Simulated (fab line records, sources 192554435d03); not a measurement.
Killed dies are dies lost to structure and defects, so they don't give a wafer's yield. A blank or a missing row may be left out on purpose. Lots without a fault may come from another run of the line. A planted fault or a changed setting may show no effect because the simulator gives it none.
Chamber matching | flow n5_finfet | N5_BEOL_M10_VIA_ETCH_34 on rie_diel-03: 4 sister chambers
The step etches SiCOH lowk in C4F6/O2, target depth 184.5 nm, time 69.2 s. 20 wafers are shown with their chamber, then 10 later ones without.

WAFERS WITH THEIR CHAMBER
wafer  | chamber | throttle_valve_pct (%) | showerhead_plenum_p_Torr (Torr) | drypump_motor_current_A (A)
L078.1 | 2       | 20.7                   | 2.68                            | 5.6
L078.3 | 3       | 20.5                   | 3.02                            | 6.1
L078.5 | 3       | 20.5                   | 3.02                            | 6.1
L077.3 | 0       | 20.6                   | 2.79                            | 4.9
L077.4 | 1       | 21.5                   | 2.95                            | 6.0
L077.5 | 3       | 20.5                   | 3.02                            | 6.1
L086.2 | 1       | 21.5                   | 2.94                            | 5.9
L086.3 | 3       | 20.5                   | 3.01                            | 6.1
L086.4 | 2       | 20.8                   | 2.67                            | 5.6
L084.2 | 3       | 20.5                   | 3.01                            | 6.1
L084.4 | 2       | 20.8                   | 2.67                            | 5.7
L084.5 | 3       | 20.5                   | 3.01                            | 6.1
L085.1 | 1       | 21.5                   | 2.94                            | 6.0
L085.3 | 2       | 20.8                   | 2.67                            | 5.6
L085.6 | 3       | 20.5                   | 3.01                            | 6.1
L088.3 | 3       | 20.5                   | 3.00                            | 6.1
L088.5 | 0       | 20.6                   | 2.78                            | 4.9
L088.6 | 1       | 21.5                   | 2.94                            | 5.9
L094.2 | 3       | 20.5                   | 3.00                            | 6.1
L094.3 | 2       | 20.8                   | 2.67                            | 5.6

SIGNATURES (means of the wafers above)
reading                  | chamber 0 | chamber 1 | chamber 2 | chamber 3 | scatter within a chamber
throttle_valve_pct       | 20.600    | 21.500    | 20.780    | 20.500    | 0.0224
showerhead_plenum_p_Torr | 2.7850    | 2.9425    | 2.6720    | 3.0111    | 0.00659
drypump_motor_current_A  | 4.900     | 5.950     | 5.620     | 6.100     | 0.0335
Rule: a wafer's distance from a chamber is the root of the sum, over the readings, of the square of ((its reading less the chamber's mean) divided by the reading's scatter). The wafer belongs to the nearest chamber; if the next one is less than 2 further off, it can't be placed. The scatter: the root of (the sum of the squares of (reading less its chamber's mean) over the shown wafers, divided by (wafers less chambers)).

WAFERS WITHOUT THEIR CHAMBER
wafer  | throttle_valve_pct (%) | showerhead_plenum_p_Torr (Torr) | drypump_motor_current_A (A)
L094.6 | 20.8                   | 2.67                            | 5.6
L092.1 | 20.6                   | 2.78                            | 4.9
L092.3 | 20.5                   | 3.00                            | 6.1
L092.6 | 21.5                   | 2.94                            | 5.9
L096.1 | 20.5                   | 3.00                            | 6.1
L096.2 | 21.6                   | 2.93                            | 6.0
L096.4 | 21.6                   | 2.93                            | 5.9
L097.3 | 20.7                   | 2.77                            | 4.9
L097.5 | 20.5                   | 2.99                            | 6.1
L097.6 | 20.6                   | 2.77                            | 4.8

WHICH CHAMBER EACH WENT THROUGH
wafer  | from the rows above | in truth
L094.6 | 2                   | 2
L092.1 | 0                   | 0
L092.3 | 3                   | 3
L092.6 | 1                   | 1
L096.1 | 3                   | 3
L096.2 | 1                   | 1
L096.4 | 1                   | 1
L097.3 | 0                   | 0
L097.5 | 3                   | 3
L097.6 | 0                   | 0
Placed correctly: 10 of 10. Can't be placed from these rows: 0. Placed wrongly: 0.
